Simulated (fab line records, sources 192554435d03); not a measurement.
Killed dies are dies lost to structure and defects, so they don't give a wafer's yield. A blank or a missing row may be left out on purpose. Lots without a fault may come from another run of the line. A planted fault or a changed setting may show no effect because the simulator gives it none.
fab line records | flow n5_finfet | part 1 of 2: steps 1 to 22 of 33
record lots=5 wafers=15 last_day=16
route steps=1938 shown FIN_CUT@181 STI_FIN_REVEAL@183 DUMMY_GATE@212
lots that met no fault: from a run of the same line without faults
start_h: hours from the record's first day to the start of the lot's first wafer shown | wait_h: hours since the lot's step before | " the same as in the row above | L1.1+2: a row that stands for several wafers | - no value, or no start given | * or withheld: withheld | < > ~ a bound
route shown NAME@n: a module of which the file shows steps, and the number in the route of the first | usual: mean/standard deviation of fault-free wafers | same: alike in all rows | chamber/n: place in a boat | sites: the reading at each site | _std_site: their standard deviation | _edge_site: outer sites' mean less inner sites' | radius_mm: how far each site lies from the wafer's centre | mask NAME#n: copy n | behind: the tool/chamber that last shaped the wafer | hold: why the lot was held/for how many hours/how that ended | device: the transistor (n, p or np) that didn't switch | end of line: the same wafers' tests at the end of the route | a step without rows: its recipe alone | killed: dies lost to structure and defects at the first sort, not the wafer's yield | map: a wafer's dies, x killed, . not, _ none there
set.NAME: the setting as run; set.NAME@STEP: as run at that earlier step | model.NAME: the simulator's own value behind a step, which no gauge read
lots at some steps of the route; a table a step, a row a wafer
services: from which hour (start_h, from the record's first day; less than 0 if before it) a tool's chamber was out of use, for how many hours, and why
## steps
# step N5_FIN_CUT_UV_OZONE_34
# recipe time_s=120 pressure_torr=760 temp_c=25
# columns lot.wafer tool chamber start_h wait_h
L075.2+4+6 wet_bench-05 0,3,2 34.14 0.0
L076.2+3+5 wet_bench-06 7,4,0 39.89 0.0
L079.2+3+5 wet_bench-06 4,0,7 57.39 0.0
L085.4+5+6 wet_bench-06 2,0,7 95.01 0.0
L093.2+5+6 wet_bench-05 2,1,4 142.98 0.0
# step N5_FIN_CUT_INSPECT_17
# recipe inspect_instrument=brightfield mode=aei
# usual raw_defect_count=227/71
# columns lot.wafer tool chamber start_h wait_h raw_defect_count
L075.2 defect_inspect-01 - 34.20 0.0 205
L075.4 " - " " 168
L075.6 " - " " 194
L076.2 defect_inspect-02 - 39.94 0.0 293
L076.3 " - " " 238
L076.5 " - " " 249
L079.2 defect_inspect-02 - 57.45 0.0 193
L079.3 " - " " 168
L079.5 " - " " 161
L085.4 defect_inspect-02 - 95.07 0.0 155
L085.5 " - " " 234
L085.6 " - " " 186
L093.2 defect_inspect-02 - 143.04 0.0 195
L093.5 " - " " 273
L093.6 " - " " 328
# step N5_STI_FIN_REVEAL_ALD_00
# recipe material=SiO2 target_thk_a=10 temp_c=300 ald_precursor_family=BDEAS ald_co_reactant=O2-plasma pulse_time_s=1 pressure_torr=2
# usual heater_power_w=467/39 precursor_pulse_height_rel=1.002/0.02
# columns lot.wafer tool chamber start_h wait_h heater_power_w precursor_pulse_height_rel since_wet_clean_h
L075.2 ald_sin-04 0 34.24 0.0 414 1.014 132
L075.4 " 1 " " 506 1.010 132
L075.6 " 3 " " 432 0.985 -
L076.2 ald_sin-01 3 39.98 0.0 441 0.989 227
L076.3 " 1 " " 474 1.016 227
L076.5 " 3 " " 441 1.004 -
L079.2 ald_sin-01 3 57.48 0.0 446 0.973 245
L079.3 " 1 " " 476 1.003 245
L079.5 " 0 " " 515 0.985 -
L085.4 ald_sin-01 0 96.68 1.6 522 0.997 284
L085.5 " 3 " " 441 1.032 -
L085.6 " 0 " " 541 0.972 -
L093.2 ald_sin-02 2 143.07 0.0 485 0.982 135
L093.5 " 3 " " 484 1.000 -
L093.6 " 2 " " 488 1.000 -
# step N5_STI_FIN_REVEAL_ALD_14
# recipe material=Si3N4 target_thk_a=30 temp_c=400 ald_precursor_family=SiH2I2 ald_co_reactant=N2/H2-plasma pressure_torr=2
# usual heater_power_w=835/69
# columns lot.wafer tool chamber start_h wait_h heater_power_w since_wet_clean_h
L075.2 ald_sin-04 0 34.29 0.0 748 132
L075.4 " 1 " " 889 132
L075.6 " 3 " " 779 -
L076.2 ald_sin-01 3 40.03 0.0 807 227
L076.3 " 1 " " 853 227
L076.5 " 3 " " 785 -
L079.2 ald_sin-01 3 57.53 0.0 802 245
L079.3 " 1 " " 877 245
L079.5 " 0 " " 939 -
L085.4 ald_sin-01 0 96.73 0.0 944 284
L085.5 " 3 " " 768 -
L085.6 " 0 " " 923 -
L093.2 ald_sin-02 2 143.12 0.0 876 135
L093.5 " 3 " " 851 -
L093.6 " 2 " " 841 -
# step N5_STI_FIN_REVEAL_FCVD_FILL_01
# recipe material=SiO2_flowable target_thk_a=3120 temp_c=100 pressure_torr=0.8 rf_w=2000 time_s=512.2
# columns lot.wafer tool chamber start_h wait_h
L075.2+4+6 fcvd-01 1 34.73 0.3
L076.2+3+5 fcvd-01 1 40.47 0.3
L079.2+3+5 fcvd-01 0,1,1 57.77 0.1
L085.4+5+6 fcvd-02 1,1,0 97.17 0.3
L093.2+5+6 fcvd-02 0,1,0 143.36 0.1
# step N5_STI_FIN_REVEAL_DENSIFY_02
# recipe temp_c=650 ambient=steam time_s=1800 idle_temp_c=400 densification_p_h2o_torr=640
# usual spike_tc_lower_C=650.4/1.1 zone_power_centre_pct=9.66/0.2
# columns lot.wafer tool chamber start_h wait_h spike_tc_lower_C zone_power_centre_pct
L075.2 furnace-01 0 35.76 0.8 649.1 9.80
L075.4 " 0 " " 649.7 9.80
L075.6 " 0 " " 650.4 9.78
L076.2 furnace-02 0 42.58 1.9 651.1 9.60
L076.3 " 0 " " 650.6 9.51
L076.5 " 0 " " 650.8 9.45
L079.2 furnace-02 0 58.40 0.4 651.6 9.51
L079.3 " 0 " " 651.6 9.37
L079.5 " 0 " " 649.5 9.44
L085.4 furnace-02 0 97.60 0.2 651.4 9.57
L085.5 " 0 " " 652.2 9.26
L085.6 " 0 " " 652.6 9.62
L093.2 furnace-01 0 143.99 0.4 649.4 9.92
L093.5 " 0 " " 650.7 9.92
L093.6 " 0 " " 649.6 9.83
# step N5_STI_FIN_REVEAL_CMP_04
# recipe stop_on=Si3N4 t_overpolish_s=4 down_force_psi=2 platen_rpm=54.18 post_cmp_clean=alkaline_brush pad_velocity_m_s=1.078 target_thk_nm=131.83
# usual motor_current_A=8.2/0.99 overpolish_run_s=4.001/0.0086 time_to_endpoint_s=104/6.2
# columns lot.wafer tool chamber start_h wait_h motor_current_A overpolish_run_s time_to_endpoint_s
L075.4 cmp-01 0 39.96 0.1 8.3 4.008 104
L075.2 " 1 " " 8.5 4.003 100
L075.6 " 0 " " 8.4 3.994 107
L076.3 cmp-01 1 46.83 0.1 8.6 4.005 103
L076.2 " 2 " " 6.6 3.992 92
L076.5 " 0 " " 8.4 3.986 103
L079.2 cmp-02 2 62.61 0.1 8.2 4.001 110
L079.3 " 3 " " 8.9 4.002 121
L079.5 " 2 " " 8.1 4.004 110
L085.4 cmp-01 2 101.80 0.1 6.2 4.009 98
L085.5 " 1 " " 8.9 4.000 104
L085.6 " 2 " " 6.2 4.011 101
L093.2 cmp-02 3 148.27 0.1 8.2 4.001 104
L093.5 " 0 " " 8.4 4.019 97
L093.6 " 1 " " 9.9 3.998 103
# step N5_STI_FIN_REVEAL_THK_MEAS_05
# usual thk_nm=132.1/1.1
# columns lot.wafer tool chamber start_h wait_h thk_nm
L075.2 film_metro-01 - 40.45 - 131.1
L075.4 " - " " 133.3
L075.6 " - " " 132.5
L076.2 film_metro-01 - 47.08 - 131.4
L076.3 " - " " 130.3
L076.5 " - " " 132.3
L079.2 film_metro-01 - 62.87 - 130.6
L079.3 " - " " 132.6
L079.5 " - " " 131.5
L085.4 film_metro-02 - 102.06 - 131.8
L085.5 " - " " 132.4
L085.6 " - " " 131.1
L093.2 film_metro-01 - 148.45 - 132.0
L093.5 " - " " 131.1
L093.6 " - " " 131.6
# step N5_STI_FIN_REVEAL_DENSIFY_30
# recipe temp_c=* time_s=* ambient=N2 idle_temp_c=600 ramp_up_c_per_s=150 ramp_down_c_per_s=60 cool_to_c=600
# usual lamp_power_pct=11.53/0.052 lamp_zone_7_pct=11.963/0.02 wafer_temp_C_max=*
# columns lot.wafer tool chamber start_h wait_h lamp_power_pct lamp_zone_7_pct wafer_temp_C_max
L075.2 rtp_anneal-02 0 40.51 0.1 11.53 11.941 *
L075.4 " 0 " " 11.50 11.950 *
L075.6 " 0 " " 11.55 11.976 *
L076.2 rtp_anneal-02 0 47.24 0.2 11.45 11.942 *
L076.3 " 0 " " 11.52 11.968 *
L076.5 " 0 " " 11.52 11.999 *
L079.2 rtp_anneal-02 0 63.12 0.3 11.52 11.940 *
L079.3 " 0 " " 11.57 11.956 *
L079.5 " 0 " " 11.55 11.971 *
L085.4 rtp_anneal-02 0 102.18 0.1 11.48 11.982 *
L085.5 " 0 " " 11.48 11.936 *
L085.6 " 0 " " 11.55 11.951 *
L093.2 rtp_anneal-02 0 148.51 0.1 11.46 11.960 *
L093.5 " 0 " " 11.52 11.956 *
L093.6 " 0 " " 11.58 11.947 *
# step N5_STI_FIN_REVEAL_ETCHBACK_08
# recipe chemistry=C4F6/O2 target=SiO2 target_depth_a=305 time_s=10.167 ion_energy_ev=250 pressure_mtorr=30 source_w=345 bias_w=185 Ar_flow_sccm=300 C4F6_flow_sccm=10 O2_flow_sccm=10
# usual bias_w=185.0/0.56 chamber_pressure_mTorr=30.001/0.027 drypump_motor_current_A=5.8/0.46 oes_product_au=0.75/0.058 rf_vpp_V=667/24 showerhead_plenum_p_Torr=2.85/0.082 throttle_valve_pct=21.28/0.25
# columns lot.wafer tool chamber start_h wait_h bias_w chamber_pressure_mTorr drypump_motor_current_A oes_product_au rf_hours_counter_h rf_vpp_V showerhead_plenum_p_Torr throttle_valve_pct
L075.2 rie_diel-02 1 40.70 0.2 186.0 29.987 5.8 0.78 92 687 2.74 20.96
L075.4 " 0 " " 185.5 29.973 5.3 0.77 145 630 2.85 21.45
L075.6 " 2 " " 185.6 29.983 5.7 0.84 - 692 2.91 21.24
L076.2 rie_diel-05 0 47.49 0.2 186.0 29.986 6.4 0.78 118 646 2.78 21.25
L076.3 " 1 " " 185.6 29.993 4.7 0.72 161 679 2.97 21.62
L076.5 " 0 " " 185.9 30.003 6.4 0.79 - 646 2.78 21.24
L079.2 rie_diel-01 2 63.30 0.2 184.6 30.072 5.7 0.80 131 687 2.95 21.43
L079.3 " 1 " " 185.0 30.021 6.5 0.72 214 695 2.93 20.92
L079.5 " 2 " " 184.6 29.989 5.7 0.81 - 686 2.95 21.42
L085.4 rie_diel-01 2 102.31 0.1 184.8 29.956 5.7 0.78 146 685 2.94 21.44
L085.5 " 1 " " 184.8 29.996 6.5 0.71 - 695 2.93 20.93
L085.6 " 0 " " 184.8 29.990 6.2 0.70 - 624 2.74 21.68
L093.2 rie_diel-05 0 148.75 0.2 185.4 29.958 6.4 0.75 153 646 2.76 21.30
L093.5 " 2 " " 185.7 29.958 5.9 0.73 - 678 2.82 21.16
L093.6 " 1 " " 184.9 29.984 4.8 0.69 - 679 2.96 21.69
# step N5_STI_FIN_REVEAL_STRIP_24
# recipe chemistry=N2/H2 time_s=90 power_w=100 temp_c=40 pressure_mtorr=100 rf_frequency_hz=6e+07 bias_power_w=3 n2_flow_sccm=300 h2_flow_sccm=300
# usual chamber_pressure_mTorr=99.99/0.085 drypump_motor_current_A=5.8/0.46 h2_flow_sccm=299.9/0.96 oes_product_au=0.75/0.062 rf_vpp_V=45.3/0.84 showerhead_plenum_p_Torr=3.39/0.099 throttle_valve_pct=12.37/0.19
# columns lot.wafer tool chamber start_h wait_h chamber_pressure_mTorr drypump_motor_current_A h2_flow_sccm oes_product_au rf_hours_counter_h rf_vpp_V showerhead_plenum_p_Torr throttle_valve_pct
L075.2 rie_diel-02 1 40.73 0.0 99.72 5.9 299.5 0.79 92 45.3 3.31 12.29
L075.4 " 0 " " 100.12 5.3 301.6 0.78 145 44.5 3.40 12.56
L075.6 " 2 " " 99.98 5.8 299.1 0.85 - 47.1 3.45 12.13
L076.2 rie_diel-05 0 47.52 0.0 100.08 6.4 298.3 0.80 118 44.5 3.28 12.22
L076.3 " 1 " " 100.13 4.8 300.1 0.72 161 45.9 3.50 12.55
L076.5 " 0 " " 100.11 6.4 298.1 0.79 - 45.4 3.28 12.24
L079.2 rie_diel-01 2 63.34 0.0 99.94 5.7 301.0 0.79 131 45.1 3.53 12.47
L079.3 " 1 " " 100.03 6.6 298.9 0.70 214 44.7 3.51 12.24
L079.5 " 2 " " 99.89 5.7 299.9 0.79 - 44.0 3.53 12.45
L085.4 rie_diel-01 2 102.35 0.0 100.02 5.7 298.5 0.78 146 46.4 3.52 12.50
L085.5 " 1 " " 99.91 6.5 299.2 0.69 - 45.1 3.50 12.27
L085.6 " 0 " " 99.87 6.3 299.6 0.69 - 44.4 3.22 12.62
L093.2 rie_diel-05 0 148.78 0.0 99.96 6.4 301.0 0.75 153 45.6 3.26 12.33
L093.5 " 2 " " 99.95 5.9 299.9 0.71 - 44.6 3.32 12.15
L093.6 " 1 " " 100.05 4.8 299.4 0.69 - 45.8 3.48 12.65
# step N5_STI_FIN_REVEAL_PRECLEAN_25
# recipe chemistry=SPM time_s=90 temp_c=120 mix=4:1
# columns lot.wafer tool chamber start_h wait_h
L075.2+4+6 wet_bench-03 3,1,7 40.85 0.1
L076.2+3+5 wet_bench-02 6,0,1 47.65 0.1
L079.2+3+5 wet_bench-02 2,7,6 63.46 0.1
L085.4+5+6 wet_bench-03 5,3,2 102.47 0.1
L093.2+5+6 wet_bench-04 4,3,1 148.91 0.1
# step N5_STI_FIN_REVEAL_PRECLEAN_26
# recipe chemistry=SC1 time_s=45 temp_c=46 mix=1:2:100
# columns lot.wafer tool chamber start_h wait_h
L075.2+4+6 wet_bench-03 3,1,7 40.88 0.0
L076.2+3+5 wet_bench-02 6,0,1 47.67 0.0
L079.2+3+5 wet_bench-02 2,7,6 63.49 0.0
L085.4+5+6 wet_bench-03 5,3,2 102.50 0.0
L093.2+5+6 wet_bench-04 4,3,1 148.93 0.0
# step N5_STI_FIN_REVEAL_PRECLEAN_29
# recipe chemistry=DHF time_s=30 temp_c=25 dilution=300:1
# columns lot.wafer tool chamber start_h wait_h
L075.2+4+6 wet_bench-03 3,1,7 40.89 0.0
L076.2+3+5 wet_bench-02 6,0,1 47.69 0.0
L079.2+3+5 wet_bench-02 2,7,6 63.50 0.0
L085.4+5+6 wet_bench-03 5,3,2 102.52 0.0
L093.2+5+6 wet_bench-04 4,3,1 148.95 0.0
# step N5_STI_FIN_REVEAL_SRD_12
# recipe time_s=30 temp_c=23 rinse_liquid=diw dry=ipa_marangoni
# columns lot.wafer tool chamber start_h wait_h
L075.2+4+6 wet_bench-03 3,1,7 40.90 0.0
L076.2+3+5 wet_bench-02 6,0,1 47.70 0.0
L079.2+3+5 wet_bench-02 2,7,6 63.51 0.0
L085.4+5+6 wet_bench-03 5,3,2 102.52 0.0
L093.2+5+6 wet_bench-04 4,3,1 148.95 0.0
# step N5_STI_FIN_REVEAL_RECESS_09
# recipe chemistry=HF/NH3 target=SiO2 afs_cycles=11 target_depth_a=425 temp_c=30 sublimation_temp_c=180 sublimation_time_s=60
# usual drypump_motor_current_A=5.5/0.47 sublimation_temp_c=180.01/0.16
# columns lot.wafer tool chamber start_h wait_h drypump_motor_current_A sublimation_temp_c
L075.2 vapor_etch-02 0 40.95 0.0 5.8 180.23
L075.4 " 0 " " 5.8 180.08
L075.6 " 0 " " 5.8 180.04
L076.2 vapor_etch-01 1 47.74 0.0 5.9 179.78
L076.3 " 0 " " 4.7 179.86
L076.5 " 0 " " 4.7 179.66
L079.2 vapor_etch-01 1 63.56 0.0 5.9 180.23
L079.3 " 0 " " 4.7 180.09
L079.5 " 0 " " 4.7 180.10
L085.4 vapor_etch-01 1 103.13 0.6 6.0 179.84
L085.5 " 0 " " 4.7 180.13
L085.6 " 1 " " 5.9 180.20
L093.2 vapor_etch-01 0 149.00 0.0 4.7 179.98
L093.5 " 1 150.06 1.1 5.9 179.78
L093.6 " 0 " " 4.7 180.13
# step N5_STI_FIN_REVEAL_STRIP_16
# recipe chemistry=H3PO4 material=SiNx temp_c=165 target_depth_a=238 overetch_fraction=0.4964 dry=ipa_marangoni
# columns lot.wafer tool chamber start_h wait_h
L075.2+4+6 wet_bench-02 7,1,4 42.56 1.1
L076.2+3+5 wet_bench-02 5,7,4 49.36 1.1
L079.2+3+5 wet_bench-04 2,3,5 65.17 1.1
L085.4+5+6 wet_bench-03 4,1,6 104.22 0.6
L093.2+5+6 wet_bench-02 2,7,0 150.62 1.1
# step N5_STI_FIN_REVEAL_PRECLEAN_17
# recipe chemistry=NF3:NH3 afs_cycles=1 temp_c=30 time_s=20 sublimation_temp_c=180 sublimation_time_s=60 pressure_torr=3 rf_power_w=30
# usual sublimation_temp_c=179.99/0.18
# columns lot.wafer tool chamber start_h wait_h sublimation_temp_c
L075.2 remote_plasma-01 1 42.86 0.1 180.08
L075.4 " 1 " " 179.96
L075.6 " 1 " " 179.95
L076.2 remote_plasma-02 1 49.66 0.1 180.43
L076.3 " 1 " " 180.09
L076.5 " 1 " " 180.27
L079.2 remote_plasma-02 0 65.47 0.1 180.08
L079.3 " 0 " " 180.02
L079.5 " 0 " " 180.06
L085.4 remote_plasma-01 0 104.60 0.1 179.84
L085.5 " 0 " " 179.97
L085.6 " 0 " " 179.95
L093.2 remote_plasma-01 1 151.67 0.1 179.97
L093.5 " 1 " " 179.97
L093.6 " 1 " " 179.90
# step N5_STI_FIN_REVEAL_ETCH_34
# recipe chemistry=H2 mode=isotropic material=Si target=Si target_depth_a=9.7 temp_c=20 pressure_mtorr=4.5 icp_w=300 bias_w=0 h2_flow_sccm=7.5 he_flow_sccm=142.5
# usual chamber_pressure_mTorr=4.500/0.0042 drypump_motor_current_A=5.5/0.45 h2_flow_sccm=7.501/0.023 he_flow_sccm=142.6/0.48 oes_product_au=0.994/0.012 throttle_valve_pct=25.7/0.43
# same bias_w=0
# columns lot.wafer tool chamber start_h wait_h chamber_pressure_mTorr drypump_motor_current_A h2_flow_sccm he_flow_sccm oes_product_au rf_hours_counter_h throttle_valve_pct
L075.2 rie_si-01 2 43.04 0.1 4.494 5.0 7.484 142.4 0.971 48 25.6
L075.4 " 1 " " 4.503 5.7 7.480 142.2 0.999 123 26.1
L075.6 " 2 " " 4.503 4.9 7.459 142.5 0.972 - 25.6
L076.2 rie_si-06 3 49.84 0.2 4.496 4.9 7.485 142.3 0.988 6 25.7
L076.3 " 1 " " 4.495 6.0 7.528 143.5 0.994 126 25.3
L076.5 " 0 " " 4.495 6.5 7.513 144.3 0.985 - 25.7
L079.2 rie_si-01 1 65.65 0.1 4.498 5.7 7.505 142.0 0.992 123 26.1
L079.3 " 0 " " 4.500 5.9 7.501 141.6 0.990 82 24.9
L079.5 " 0 " " 4.504 5.9 7.476 141.7 0.997 - 24.9
L085.4 rie_si-01 2 104.71 0.1 4.498 5.0 7.490 141.8 0.983 49 25.6
L085.5 " 2 " " 4.505 5.0 7.444 142.4 0.987 - 25.6
L085.6 " 3 " " 4.494 5.9 7.491 142.2 0.973 - 26.2
L093.2 rie_si-05 3 152.00 0.3 4.504 5.5 7.550 142.3 0.995 79 25.3
L093.5 " 0 " " 4.497 4.9 7.503 142.6 0.982 - 26.1
L093.6 " 3 " " 4.502 5.5 7.507 142.7 0.985 - 25.3
# step N5_STI_FIN_REVEAL_OXIDATION_31
# recipe chemistry=O2_PLASMA_REMOTE temp_c=150 time_s=20 pressure_mtorr=1000 source_power_w=2000 o2_flow_sccm=3000
# usual chamber_pressure_mTorr=1000.0/0.92 drypump_motor_current_A=6.24/0.27 heater_power_w=135/8.3
# columns lot.wafer tool chamber start_h wait_h chamber_pressure_mTorr drypump_motor_current_A heater_power_w rf_hours_counter_h
L075.2 plasma_asher-01 1 43.10 0.0 998.4 6.50 141 32
L075.4 " 0 " " 1001.2 6.55 125 -
L075.6 " 1 " " 1000.7 6.51 137 -
L076.2 plasma_asher-01 1 49.93 0.1 1000.1 6.51 140 35
L076.3 " 0 " " 999.6 6.52 128 -
L076.5 " 1 " " 1000.5 6.50 141 -
L079.2 plasma_asher-02 0 65.71 0.0 1000.2 6.03 143 85
L079.3 " 0 " " 998.8 6.02 144 -
L079.5 " 0 " " 1000.1 6.01 142 -
L085.4 plasma_asher-02 0 104.80 0.1 1001.3 6.04 146 -
L085.5 " 0 " " 1000.1 6.03 146 -
L085.6 " 1 " " 999.0 5.94 125 -
L093.2 plasma_asher-01 1 152.09 0.1 999.3 6.52 143 54
L093.5 " 0 " " 999.9 6.50 125 -
L093.6 " 1 " " 1001.3 6.50 141 -
# step N5_STI_FIN_REVEAL_PRECLEAN_32
# recipe chemistry=NF3:NH3 afs_cycles=1 temp_c=30 time_s=20 sublimation_temp_c=180 sublimation_time_s=60 pressure_torr=3 rf_power_w=30
# usual sublimation_temp_c=180.01/0.18
# columns lot.wafer tool chamber start_h wait_h sublimation_temp_c
L075.2 remote_plasma-02 1 43.21 0.1 179.87
L075.4 " 1 " " 180.15
L075.6 " 1 " " 180.09
L076.2 remote_plasma-01 1 50.04 0.1 179.85
L076.3 " 1 " " 180.02
L076.5 " 1 " " 179.96
L079.2 remote_plasma-02 1 65.82 0.1 179.60
L079.3 " 1 " " 180.08
L079.5 " 1 " " 180.04
L085.4 remote_plasma-02 0 104.95 0.1 179.96
L085.5 " 0 " " 179.98
L085.6 " 0 " " 179.98
L093.2 remote_plasma-02 1 152.20 0.1 179.95
L093.5 " 1 " " 179.72
L093.6 " 1 " " 179.89
# step N5_STI_FIN_REVEAL_STRIP_35
# recipe chemistry=H3PO4 material=Si3N4 temp_c=165 target_depth_a=40 time_s=39
# columns lot.wafer tool chamber start_h wait_h
L075.2+4+6 wet_bench-04 4,6,0 43.39 0.2
L076.2+3+5 wet_bench-03 7,0,4 50.23 0.2
L079.2+3+5 wet_bench-02 7,5,0 66.00 0.2
L085.4+5+6 wet_bench-02 2,3,7 105.07 0.1
L093.2+5+6 wet_bench-04 0,3,5 152.38 0.2
